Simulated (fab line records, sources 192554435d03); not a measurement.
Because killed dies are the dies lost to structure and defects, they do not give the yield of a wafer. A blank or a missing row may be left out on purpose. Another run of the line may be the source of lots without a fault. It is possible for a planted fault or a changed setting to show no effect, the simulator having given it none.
fab line records ; flow n5Finfet
record lots=12; wafers=36; lastDay=19
route steps=1938 shown ILD0@338 PASSIVATION@1936
lots untouched by any fault: they come from a run of this same line in which no faults occurred
startH: hours from the record's opening day to when the first of the lot's shown wafers began ; waitH: hours from the lot's prior step to this one ; " repeats the value in the row above ; L1.1+2: a row that stands for several wafers ; - either no value or no given start ; * or withheld: withheld ; < > ~ a bound
route shown NAME@n: names a module that has steps shown in the file, with the first one's number in the route ; usual: the fault-free wafers' mean and standard deviation ; same: alike in all rows ; chamber/n: place in a boat ; sites: each site's reading ; _std_site: standard deviation across them ; _edge_site: outer sites' mean less inner sites' ; radiusMm: how far each site lies from the wafer's centre ; mask NAME#n: copy n ; behind: the tool/chamber that last shaped the wafer ; hold: the reason the lot was held/the length of the hold in hours/how it ended ; device: whichever transistor did not switch (one of n, p or np) ; end of line: at the end of the route, the tests of the same wafers ; a step given without rows: its recipe and nothing more ; killed: dies that structure and defects cost at the first sort, which is not the same as the wafer's yield ; map: a wafer's dies, marking killed ones x, the rest . and places with no die _
set.NAME: the setting as run; set.NAME@STEP: as run at that earlier step ; model.NAME: the simulator's own value behind a step, which no gauge read
a sample of lots followed through the steps of the route, with each step as a table and each wafer as a row
services: the hour from which a tool's chamber was out of use, counted from the record's first day as startH (under 0 if before that day), plus the number of hours and why
## steps
# step N5_ILD0_CMP_03
# recipe stopOn=SiNx; tOverpolishS=1.9; postCmpClean=alkalineBrush; downForcePsi=4.1491; platenRpm=51.796; padVelocityMS=1.0306; targetThkNm=197.38
# usual motorCurrentA=11.6/1.3; overpolishRunS=1.901/0.0088; padLifeWafers=977/580; platenRpm=51.80/0.032; timeToEndpointS=71/4.2
lot.wafer;tool;chamber;startH;waitH;motorCurrentA;overpolishRunS;padLifeWafers;platenRpm;timeToEndpointS
L900.2;cmp-03;2;59.71;0.0;12.5;1.909;60;51.77;62
L900.1;cmp-03;1;59.71;0.0;12.3;1.891;63;51.72;68
L900.6;cmp-03;3;59.71;0.0;11.4;1.898;-;51.78;67
L901.2;cmp-03;0;72.55;0.0;11.7;1.905;156;51.82;73
L901.3;cmp-03;2;72.55;0.0;12.4;1.914;158;51.75;62
L901.5;cmp-03;0;72.55;0.0;11.5;1.910;-;51.75;71
L902.4;cmp-03;0;76.76;0.0;11.7;1.900;186;51.83;72
L902.3;cmp-03;2;76.76;0.0;11.3;1.906;188;51.81;66
L902.5;cmp-03;1;76.76;0.0;12.4;1.909;-;51.85;71
L905.4;cmp-03;1;91.52;0.1;12.5;1.910;318;51.84;69
L905.1;cmp-03;3;91.52;0.1;11.3;1.906;320;51.80;72
L905.3;cmp-03;0;91.52;0.1;11.7;1.923;321;51.80;76
L906.4;cmp-04;1;97.49;0.1;11.3;1.900;1237;51.72;74
L906.3;cmp-04;2;97.49;0.1;15.0;1.908;1238;51.86;71
L906.5;cmp-04;0;97.49;0.1;10.9;1.907;-;51.81;73
L907.4;cmp-04;3;111.63;0.0;9.7;1.897;1338;51.79;69
L907.5;cmp-04;3;111.63;0.0;9.8;1.915;-;51.78;70
L907.6;cmp-04;0;111.63;0.0;11.4;1.905;-;51.79;66
L908.4;cmp-03;1;112.51;0.1;12.4;1.908;426;51.79;67
L908.2;cmp-03;2;112.51;0.1;11.8;1.895;427;51.78;64
L908.1;cmp-03;0;112.51;0.1;12.0;1.912;429;51.83;73
L909.1;cmp-03;3;117.95;0.1;10.8;1.906;469;51.82;73
L909.4;cmp-03;1;117.95;0.1;12.5;1.911;471;51.75;72
L909.5;cmp-03;2;117.95;0.1;12.3;1.896;-;51.77;67
L910.4;cmp-03;2;123.26;0.1;12.3;1.912;512;49.73;63
L910.5;cmp-03;0;123.26;0.1;11.4;1.905;-;51.75;71
L910.6;cmp-03;1;123.26;0.1;12.6;1.896;-;51.82;71
L917.2;cmp-02;1;161.53;0.0;10.9;1.907;1320;51.78;73
L917.4;cmp-02;2;161.53;0.0;9.0;1.889;1321;51.76;77
L917.5;cmp-02;2;161.53;0.0;9.7;1.905;-;51.82;79
L920.2;cmp-02;0;183.86;0.0;11.4;1.893;1512;51.83;70
L920.4;cmp-02;1;183.86;0.0;10.5;1.915;1513;51.85;67
L920.3;cmp-02;2;183.86;0.0;9.3;1.913;1514;51.79;71
L922.3;cmp-04;3;195.06;0.0;10.0;1.902;1980;51.82;75
L922.2;cmp-04;1;195.06;0.0;10.9;1.911;1982;51.81;74
L922.5;cmp-04;0;195.06;0.0;10.9;1.894;-;51.74;75
# step N5_ILD0_THK_MEAS_04
# usual thkNm=197.7/1.2
lot.wafer;tool;chamber;startH;waitH;thkNm
L900.1;filmMetro-02;-;60.01;-;196.6
L900.2;filmMetro-02;-;60.01;-;196.6
L900.6;filmMetro-02;-;60.01;-;198.8
L901.2;filmMetro-01;-;72.84;-;199.2
L901.3;filmMetro-01;-;72.84;-;197.5
L901.5;filmMetro-01;-;72.84;-;198.5
L902.3;filmMetro-02;-;77.06;-;196.4
L902.4;filmMetro-02;-;77.06;-;199.8
L902.5;filmMetro-02;-;77.06;-;198.5
L905.1;filmMetro-01;-;91.81;-;198.4
L905.3;filmMetro-01;-;91.81;-;198.6
L905.4;filmMetro-01;-;91.81;-;198.3
L906.3;filmMetro-01;-;97.74;-;197.8
L906.4;filmMetro-01;-;97.74;-;196.8
L906.5;filmMetro-01;-;97.74;-;197.0
L907.4;filmMetro-02;-;111.93;-;196.5
L907.5;filmMetro-02;-;111.93;-;195.9
L907.6;filmMetro-02;-;111.93;-;195.2
L908.1;filmMetro-02;-;112.81;-;198.1
L908.2;filmMetro-02;-;112.81;-;195.9
L908.4;filmMetro-02;-;112.81;-;197.5
L909.1;filmMetro-01;-;118.20;-;199.1
L909.4;filmMetro-01;-;118.20;-;198.8
L909.5;filmMetro-01;-;118.20;-;196.5
L910.4;filmMetro-02;-;123.48;-;195.5
L910.5;filmMetro-02;-;123.48;-;197.2
L910.6;filmMetro-02;-;123.48;-;199.0
L917.2;filmMetro-02;-;161.83;-;195.8
L917.4;filmMetro-02;-;161.83;-;198.4
L917.5;filmMetro-02;-;161.83;-;197.3
L920.2;filmMetro-02;-;184.15;-;197.4
L920.3;filmMetro-02;-;184.15;-;197.8
L920.4;filmMetro-02;-;184.15;-;195.5
L922.2;filmMetro-02;-;195.36;-;198.1
L922.3;filmMetro-02;-;195.36;-;199.8
L922.5;filmMetro-02;-;195.36;-;198.9
# step N5_ILD0_CMP_07
# recipe stopOn=poly-Si; material=SiO2_flowable; tOverpolishS=1.18; postCmpClean=alkalineBrush; downForcePsi=4.1491; platenRpm=51.796; padVelocityMS=1.0306; targetThkNm=138.88
# usual motorCurrentA=11.6/1.5; padLifeWafers=1080/330; platenRpm=51.79/0.033
lot.wafer;tool;chamber;startH;waitH;motorCurrentA;padLifeWafers;platenRpm
L900.1;cmp-02;0;60.04;0.0;12.1;576;51.79
L900.2;cmp-02;2;60.04;0.0;9.2;578;51.80
L900.6;cmp-02;1;60.04;0.0;10.8;-;51.84
L901.3;cmp-04;3;72.95;0.1;10.1;1010;51.81
L901.2;cmp-04;0;72.95;0.1;10.7;1011;51.83
L901.5;cmp-04;1;72.95;0.1;11.7;-;51.81
L902.4;cmp-02;3;77.12;0.1;13.5;709;51.81
L902.3;cmp-02;1;77.12;0.1;10.9;711;51.82
L902.5;cmp-02;2;77.12;0.1;9.3;-;51.77
L905.1;cmp-02;1;91.90;0.1;11.9;798;51.83
L905.4;cmp-02;2;91.90;0.1;8.5;799;51.79
L905.3;cmp-02;3;91.90;0.1;13.3;800;51.86
L906.4;cmp-04;0;97.81;0.1;10.6;1243;51.77
L906.3;cmp-04;1;97.81;0.1;11.2;1244;51.80
L906.5;cmp-04;0;97.81;0.1;10.1;-;51.77
L907.4;cmp-03;2;112.14;0.2;12.2;416;51.81
L907.5;cmp-03;0;112.14;0.2;11.3;-;51.79
L907.6;cmp-03;1;112.14;0.2;12.5;-;51.84
L908.2;cmp-02;3;112.85;0.0;13.9;966;51.82
L908.1;cmp-02;1;112.85;0.0;11.2;968;51.75
L908.4;cmp-02;2;112.85;0.0;8.8;969;51.70
L909.4;cmp-04;1;118.27;0.1;11.4;1399;51.81
L909.1;cmp-04;3;118.27;0.1;9.9;1401;51.79
L909.5;cmp-04;0;118.27;0.1;11.2;-;51.76
L910.4;cmp-04;2;123.62;0.1;14.4;1437;51.84
L910.5;cmp-04;3;123.62;0.1;10.0;-;51.77
L910.6;cmp-04;0;123.62;0.1;10.8;-;51.81
L917.4;cmp-02;1;161.86;0.0;10.9;1326;51.74
L917.2;cmp-02;2;161.86;0.0;9.1;1327;51.82
L917.5;cmp-02;2;161.86;0.0;9.7;-;51.86
L920.3;cmp-02;2;184.18;0.0;8.9;1518;51.82
L920.2;cmp-02;3;184.18;0.0;13.4;1519;51.75
L920.4;cmp-02;0;184.18;0.0;11.1;1520;51.81
L922.3;cmp-03;2;195.39;0.0;11.9;1086;51.75
L922.2;cmp-03;1;195.39;0.0;11.9;1089;51.78
L922.5;cmp-03;3;195.39;0.0;10.8;-;51.78
# step N5_ILD0_CMP_12
# recipe stopOn=poly-Si; material=SiNx; tOverpolishS=6; postCmpClean=alkalineBrush; downForcePsi=2.5; platenRpm=51.8; padVelocityMS=1.0307; targetThkNm=17.67
# usual motorCurrentA=8.5/1.1; overpolishRunS=6.001/0.0092; padLifeWafers=1019/470; platenRpm=51.80/0.033; timeToEndpointS=29/3.1
lot.wafer;tool;chamber;startH;waitH;motorCurrentA;overpolishRunS;padLifeWafers;platenRpm;timeToEndpointS
L900.2;cmp-03;1;63.29;1.2;9.1;5.998;91;51.85;33
L900.1;cmp-03;3;63.29;1.2;8.1;5.998;93;51.80;30
L900.6;cmp-03;1;63.29;1.2;9.1;5.996;-;51.80;34
L901.2;cmp-02;0;76.12;1.2;8.6;6.009;703;51.83;33
L901.3;cmp-02;2;76.12;1.2;6.6;5.999;705;51.82;31
L901.5;cmp-02;3;76.12;1.2;9.9;5.986;-;51.79;30
L902.3;cmp-02;2;80.30;1.1;6.5;6.003;732;51.86;31
L902.4;cmp-02;0;80.30;1.1;8.9;5.992;734;51.80;32
L902.5;cmp-02;3;80.30;1.1;9.7;6.011;-;51.82;30
L905.1;cmp-04;2;95.11;1.1;10.6;5.986;1206;51.78;25
L905.3;cmp-04;3;95.11;1.1;7.4;6.009;1207;51.82;28
L905.4;cmp-04;0;95.11;1.1;8.2;6.002;1208;51.82;27
L906.3;cmp-02;1;101.31;1.2;8.0;6.016;878;51.81;25
L906.4;cmp-02;2;101.31;1.2;6.3;6.002;879;51.81;28
L906.5;cmp-02;0;101.31;1.2;8.4;5.990;-;51.78;30
L907.4;cmp-04;0;115.52;1.2;7.9;5.997;1375;51.83;26
L907.5;cmp-04;3;115.52;1.2;7.0;6.006;-;51.78;28
L907.6;cmp-04;0;115.52;1.2;8.1;5.993;-;51.80;28
L908.2;cmp-02;2;116.06;1.1;6.5;6.001;990;51.85;28
L908.1;cmp-02;0;116.06;1.1;8.6;5.999;992;51.88;31
L908.4;cmp-02;1;116.06;1.1;7.6;5.993;993;51.82;25
L909.4;cmp-04;3;121.45;1.1;7.0;5.998;1422;51.77;29
L909.1;cmp-04;1;121.45;1.1;8.0;6.008;1424;51.78;27
L909.5;cmp-04;3;121.45;1.1;7.2;5.994;-;51.78;30
L910.4;cmp-02;3;126.79;1.2;10.6;5.999;1058;51.83;30
L910.6;cmp-02;1;126.79;1.2;7.8;5.986;-;51.82;26
L910.5;cmp-02;2;126.79;1.2;6.9;5.994;-;51.80;29
L917.4;cmp-03;0;165.07;1.1;8.5;5.987;828;51.82;30
L917.2;cmp-03;3;165.07;1.1;8.1;5.989;831;51.85;28
L917.5;cmp-03;1;165.07;1.1;9.6;6.008;-;51.74;27
L920.4;cmp-03;1;187.44;1.1;9.1;5.991;1002;51.77;31
L920.3;cmp-03;3;187.44;1.1;8.2;5.996;1004;51.77;33
L920.2;cmp-03;0;187.44;1.1;8.4;6.007;1005;51.87;33
L922.2;cmp-04;3;198.64;1.2;7.1;6.003;2023;51.82;32
L922.3;cmp-04;0;198.64;1.2;7.7;5.993;2024;51.78;30
L922.5;cmp-04;3;198.64;1.2;7.2;5.991;-;51.74;31
# step N5_PASSIVATION_PROBE_49
# usual killed_at_M0_to_M3=33/11; killed_at_M4_up=15/6.2; killedAtContacts=13/6.5; killedAtFrontEnd=38/11; killedAtOther=3.4/2.6; killedDies=102/17; killedOpen=67/12; killedShort=34/7.9
# same grossDies=1180; killedAtBackSide=0
lot.wafer;tool;chamber;startH;waitH;killed_at_M0_to_M3;killed_at_M4_up;killedAtContacts;killedAtFrontEnd;killedAtOther;killedDies;killedOpen;killedShort
L906.3;prober-01;-;346.12;0.1;48;11;17;31;5;112;73;36
L906.4;prober-01;-;346.17;0.2;36;10;18;29;9;102;76;26
L906.5;prober-01;-;346.22;0.2;31;19;24;27;6;107;80;26
L917.2;prober-02;-;392.57;0.1;27;21;9;42;4;103;73;26
L917.4;prober-02;-;392.67;0.2;20;26;14;55;7;122;73;47
L917.5;prober-02;-;392.72;0.2;23;21;23;41;0;108;81;27
L920.2;prober-02;-;434.81;0.8;31;11;4;25;11;82;44;36
L920.3;prober-02;-;434.86;0.8;26;12;16;34;11;99;69;28
L920.4;prober-02;-;434.91;0.9;16;17;25;34;7;99;64;32
# killed by level:class
L906.3 MOL_CONTACT_COAG:geometricParticle:open=15 BEOL_M2:geometricParticle:open=10 BEOL_M0_SAQP:geometricParticle:open=8 BEOL_M1:geometricParticle:open=8 BEOL_M0_SAQP:geometricParticle:short=7 BEOL_M1:geometricParticle:short=6 BEOL_M4:geometricParticle:open=6 STARTING-WAFER:geometricParticle:short=6
L906.4 MOL_CONTACT_COAG:geometricParticle:open=15 BEOL_M1:geometricParticle:open=11 FIN_SAQP:geometricParticle:open=10 BEOL_M0_SAQP:geometricParticle:open=9 BEOL_M3:geometricParticle:open=6 STI_FIN_REVEAL:geometricParticle:open=5 PASS1_CAP:geometricParticle:short=4 DUMMY_GATE:geometricParticle:open=3
L906.5 MOL_CONTACT_COAG:geometricParticle:open=19 BEOL_M4:geometricParticle:open=11 BEOL_M3:geometricParticle:open=8 STARTING-WAFER:geometricParticle:open=7 BEOL_M2:geometricParticle:open=6 MOL_CONTACT_COAG:geometricParticle:short=5 BEOL_M0_SAQP:geometricParticle:open=5 DUMMY_GATE:geometricParticle:open=4
L917.2 BEOL_M2:geometricParticle:open=11 BEOL_M4:geometricParticle:open=11 STI_FIN_REVEAL:geometricParticle:open=8 BEOL_M0_SAQP:geometricParticle:open=7 GATE_CUT:geometricParticle:short=7 FIN_SAQP:geometricParticle:open=6 MOL_CONTACT_COAG:geometricParticle:open=6 BEOL_M0_SAQP:geometricParticle:short=4
L917.4 BEOL_M4:geometricParticle:open=16 FIN_SAQP:geometricParticle:short=12 MOL_CONTACT_COAG:geometricParticle:open=11 GATE_CUT:geometricParticle:short=10 FIN_SAQP:geometricParticle:open=8 STI_FIN_REVEAL:geometricParticle:open=7 BEOL_M0_SAQP:geometricParticle:short=5 BEOL_M2:geometricParticle:open=4
L917.5 MOL_CONTACT_COAG:geometricParticle:open=19 BEOL_M4:geometricParticle:open=16 FIN_SAQP:geometricParticle:open=11 GATE_CUT:geometricParticle:short=9 BEOL_M2:geometricParticle:open=9 STI_FIN_REVEAL:geometricParticle:open=7 STARTING-WAFER:geometricParticle:open=6 MOL_CONTACT_COAG:geometricParticle:short=4
L920.2 BEOL_M0_SAQP:geometricParticle:short=12 STI_FIN_REVEAL:geometricParticle:open=7 BEOL_M0_SAQP:geometricParticle:open=6 BEOL_M4:geometricParticle:open=6 PASS1_CAP:geometricParticle:short=5 BEOL_M2:geometricParticle:open=5 STARTING-WAFER:geometricParticle:short=5 PASS1_CAP:geometricParticle:open=4
L920.3 MOL_CONTACT_COAG:geometricParticle:open=13 STI_FIN_REVEAL:geometricParticle:open=9 BEOL_M2:geometricParticle:open=9 FIN_SAQP:geometricParticle:short=8 BEOL_M4:geometricParticle:open=6 BEOL_M0_SAQP:geometricParticle:open=6 PASS1_CAP:geometricParticle:open=5 DUMMY_GATE:geometricParticle:open=3
L920.4 MOL_CONTACT_COAG:geometricParticle:open=20 STI_FIN_REVEAL:geometricParticle:open=11 BEOL_M4:geometricParticle:open=7 FIN_SAQP:geometricParticle:short=6 MOL_CONTACT_COAG:geometricParticle:short=5 PASS1_CAP:geometricParticle:short=4 STI_FIN_REVEAL:geometricParticle:short=3 BEOL_M0_SAQP:geometricParticle:open=3
## services
tool;chamber;startH;hours;kind
cmp-03;-;39.57;1.3;repair
cmp-02;-;45.90;9.5;pm
cmp-03;-;48.02;4.0;pm
cmp-03;-;52.02;-;consumableReplace:conditioner
cmp-03;-;52.02;-;consumableReplace:pad
cmp-02;-;55.45;2.1;repair
cmp-02;-;84.45;4.4;repair
cmp-03;-;93.65;5.6;pm
cmp-04;-;160.49;4.0;pm
## key
firstSign step=N5_ILD0_CMP_03; reading=platenRpm; direction=down; sigmas=64; usual=51.80; struck=49.73
effect none on later readings
metAt N5_ILD0_CMP_03
struckLots L910
struckWafers L910.4
testerLeftOut L910
notActingAt N5_ILD0_THK_MEAS_04,N5_ILD0_CMP_07,N5_ILD0_CMP_12
onsetBetween 117.95 123.26
fault kind=processParameterDrift; tool=cmp-03; chamber=2; onsetH=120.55; steps=N5_ILD0_CMP_03; channel=platenRpm; offset=-2.0718; shape=step; endH=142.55; actsIn=theseRecipesOnly; stated=51.796
# testerLeftOut: of these lots the tester's yield and bins aren't shown, on N5 and GAA mostly nor the transistor test; their killed dies are dies lost to structure and defects alone, not to doping, threshold or leakage, so they don't give the yield
